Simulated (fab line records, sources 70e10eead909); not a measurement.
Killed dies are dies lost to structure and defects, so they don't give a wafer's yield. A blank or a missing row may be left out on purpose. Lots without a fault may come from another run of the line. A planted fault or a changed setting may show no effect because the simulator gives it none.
Which tool did it? | flow nand_harc | 14 lots, 42 wafers sampled, at 5 steps of a route of 1302

WHAT THE GAUGES READ, wafer by wafer
NHARC_END_SORT_01. Usual: killed_at_array 59, standard deviation 20; killed_at_other 0.8, standard deviation 1; killed_at_periphery 3.2, standard deviation 2.1; killed_dies 63, standard deviation 21; killed_open 3.0, standard deviation 1.9; killed_short 2.3, standard deviation 1.5.
lot  | measured     | on        | killed_at_array | killed_at_other | killed_at_periphery | killed_dies | killed_open | killed_short | flag
L277 | day 27 13:31 | prober-02 | 128 147 169     | 0 0 0           | 4 2 6               | 132 149 175 | 3 3 2       | 0 0 3        | OFF
L278 | day 28 15:27 | prober-02 | 119 157 137     | 3 0 1           | 4 1 4               | 126 158 142 | 3 2 5       | 2 0 5        | OFF

WHICH TOOL RAN EACH LOT (tool, then ch and the chambers of the sampled wafers, then the start)
lot  | NHARC_A_CONTACT_STRIP_107          | NHARC_THIN_TSV_DEGAS_49      | NHARC_THIN_TSV_ANNEAL_52         | NHARC_THIN_TSV_STRIP_56
L269 | rie_diel-03 ch 0,3, day 22 04:58   | pvd_sputter-01, day 23 15:29 | rtp_anneal-02 ch 0, day 23 16:43 | plasma_asher-01 ch 0,1, day 23 19:10
L270 | rie_diel-10 ch 0,1,2, day 23 09:01 | pvd_sputter-01, day 24 20:28 | rtp_anneal-02 ch 0, day 24 21:37 | plasma_asher-01 ch 0,1, day 25 00:21
L273 | rie_diel-05 ch 2,3, day 23 22:32   | pvd_sputter-02, day 25 09:20 | rtp_anneal-01 ch 0, day 25 10:30 | plasma_asher-01 ch 0,1, day 25 13:12
L271 | rie_diel-03 ch 0,2, day 23 22:55   | pvd_sputter-02, day 25 10:24 | rtp_anneal-02 ch 0, day 25 11:34 | plasma_asher-01 ch 0,1, day 25 14:14
L272 | rie_diel-10 ch 0,1, day 24 04:10   | pvd_sputter-02, day 25 13:55 | rtp_anneal-01 ch 0, day 25 15:13 | plasma_asher-01 ch 0,1, day 25 17:37
L277 | rie_diel-10 ch 0,1,2, day 25 14:10 | pvd_sputter-01, day 27 03:44 | rtp_anneal-02 ch 0, day 27 04:57 | plasma_asher-02 ch 0,1, day 27 07:48
L278 | rie_diel-10 ch 1,2,3, day 26 10:07 | pvd_sputter-01, day 27 21:06 | rtp_anneal-01 ch 0, day 27 22:22 | plasma_asher-01 ch 0,1, day 28 00:46
L283 | rie_diel-05 ch 0,1,2, day 27 19:16 | pvd_sputter-02, day 29 05:01 | rtp_anneal-01 ch 0, day 29 06:14 | plasma_asher-01 ch 0,1, day 29 08:50
L284 | rie_diel-03 ch 0,1,3, day 28 03:09 | pvd_sputter-02, day 29 12:44 | rtp_anneal-02 ch 0, day 29 14:00 | plasma_asher-01 ch 0,1, day 29 16:43
L287 | rie_diel-03 ch 2,3, day 29 23:53   | pvd_sputter-02, day 31 10:26 | rtp_anneal-01 ch 0, day 31 11:38 | plasma_asher-02 ch 0,1, day 31 14:08
L288 | rie_diel-05 ch 0,2,3, day 30 19:46 | pvd_sputter-02, day 32 05:35 | rtp_anneal-01 ch 0, day 32 07:04 | plasma_asher-02 ch 0,1, day 32 09:34
L290 | rie_diel-10 ch 1,3, day 31 01:33   | pvd_sputter-01, day 32 16:58 | rtp_anneal-02 ch 0, day 32 18:17 | plasma_asher-01 ch 0,1, day 32 21:07
L291 | rie_diel-10 ch 0,2,3, day 31 07:03 | pvd_sputter-03, day 32 18:17 | rtp_anneal-01 ch 0, day 32 19:27 | plasma_asher-01 ch 0,1, day 32 22:07
L292 | rie_diel-10 ch 1,2, day 31 13:18   | pvd_sputter-03, day 32 22:43 | rtp_anneal-01 ch 0, day 32 23:56 | plasma_asher-02 ch 0,1, day 33 02:28
- NHARC_A_CONTACT_STRIP_107: strips in N2/H2.
- NHARC_THIN_TSV_DEGAS_49: time 120 s.
- NHARC_THIN_TSV_ANNEAL_52: time 90 s.
- NHARC_THIN_TSV_STRIP_56: strips in O2.

WHAT THE TOOLS THEMSELVES READ (means of the sampled wafers that have a number; where no wafer has one, the mark that the record gives instead)
NHARC_THIN_TSV_DEGAS_49. Usual: heater_power_w 508 W, standard deviation 41.
lot  | tool           | heater_power_w (W) | flag
L269 | pvd_sputter-01 | 505                |
L270 | pvd_sputter-01 | 505                |
L273 | pvd_sputter-02 | 545                |
L271 | pvd_sputter-02 | 516                |
L272 | pvd_sputter-02 | 533                |
L277 | pvd_sputter-01 | 514                |
L278 | pvd_sputter-01 | 531                |
L283 | pvd_sputter-02 | 526                |
L284 | pvd_sputter-02 | 521                |
L287 | pvd_sputter-02 | 531                |
L288 | pvd_sputter-02 | 520                |
L290 | pvd_sputter-01 | 521                |
L291 | pvd_sputter-03 | 469                |
L292 | pvd_sputter-03 | 462                |

NHARC_THIN_TSV_ANNEAL_52. Usual: wafer_temp_C_max 226.23, standard deviation 0.29.
lot  | tool          | wafer_temp_C_max | flag
L269 | rtp_anneal-02 | 226.21           |
L270 | rtp_anneal-02 | 226.48           |
L273 | rtp_anneal-01 | 226.04           |
L271 | rtp_anneal-02 | 226.30           |
L272 | rtp_anneal-01 | 226.29           |
L277 | rtp_anneal-02 | 226.25           |
L278 | rtp_anneal-01 | 226.04           |
L283 | rtp_anneal-01 | 226.10           |
L284 | rtp_anneal-02 | 226.21           |
L287 | rtp_anneal-01 | 226.02           |
L288 | rtp_anneal-01 | 225.98           |
L290 | rtp_anneal-02 | 226.12           |
L291 | rtp_anneal-01 | 226.16           |
L292 | rtp_anneal-01 | 225.93           |

NHARC_THIN_TSV_STRIP_56. Usual: drypump_motor_current_A 6.2 A, standard deviation 0.45; heater_power_w 325 W, standard deviation 33.
lot  | tool            | drypump_motor_current_A (A) | heater_power_w (W) | flag
L269 | plasma_asher-01 | 6.4                         | 322                |
L270 | plasma_asher-01 | 6.3                         | 307                |
L273 | plasma_asher-01 | 6.3                         | 307                |
L271 | plasma_asher-01 | 6.3                         | 305                |
L272 | plasma_asher-01 | 6.3                         | 325                |
L277 | plasma_asher-02 | 5.8                         | 352                |
L278 | plasma_asher-01 | 6.3                         | 308                |
L283 | plasma_asher-01 | 6.3                         | 308                |
L284 | plasma_asher-01 | 6.3                         | 323                |
L287 | plasma_asher-02 | 5.8                         | 347                |
L288 | plasma_asher-02 | 5.8                         | 346                |
L290 | plasma_asher-01 | 6.4                         | 323                |
L291 | plasma_asher-01 | 6.4                         | 325                |
L292 | plasma_asher-02 | 5.8                         | 350                |

THE ANSWER, worked out from the rows above alone
Rule: a lot is off if the mean of its wafers that have a number lies more than 3 standard deviations from the usual mean. A lot without any number at a reading at which 4 lots or more have one is off too. The other lots that the step has rows for count as sound. The gauges are gone through in route order, then the tools' own readings, and for those a lot's mean is taken as printed above. The first step at which some lot is off is used, and at that step the reading that is off furthest; a lot without a number counts as furthest.
Off: L277, L278, at NHARC_END_SORT_01 (killed_at_array). Neither off nor sound, because the step has no rows for them: L269, L270, L273, L271, L272, L283, L284, L287, L288, L290, L291, L292.
A tool fits if, at a process step before that reading, it ran every lot that is off, and no sound lot after the first of them. The gauges at NHARC_END_SORT_01 are tried like those tools. Can't be told from this: 3 tools fit, rie_diel-10 at NHARC_A_CONTACT_STRIP_107, pvd_sputter-01 at NHARC_THIN_TSV_DEGAS_49, prober-02 at NHARC_END_SORT_01.

WHAT THE SIMULATOR HAD PUT IN
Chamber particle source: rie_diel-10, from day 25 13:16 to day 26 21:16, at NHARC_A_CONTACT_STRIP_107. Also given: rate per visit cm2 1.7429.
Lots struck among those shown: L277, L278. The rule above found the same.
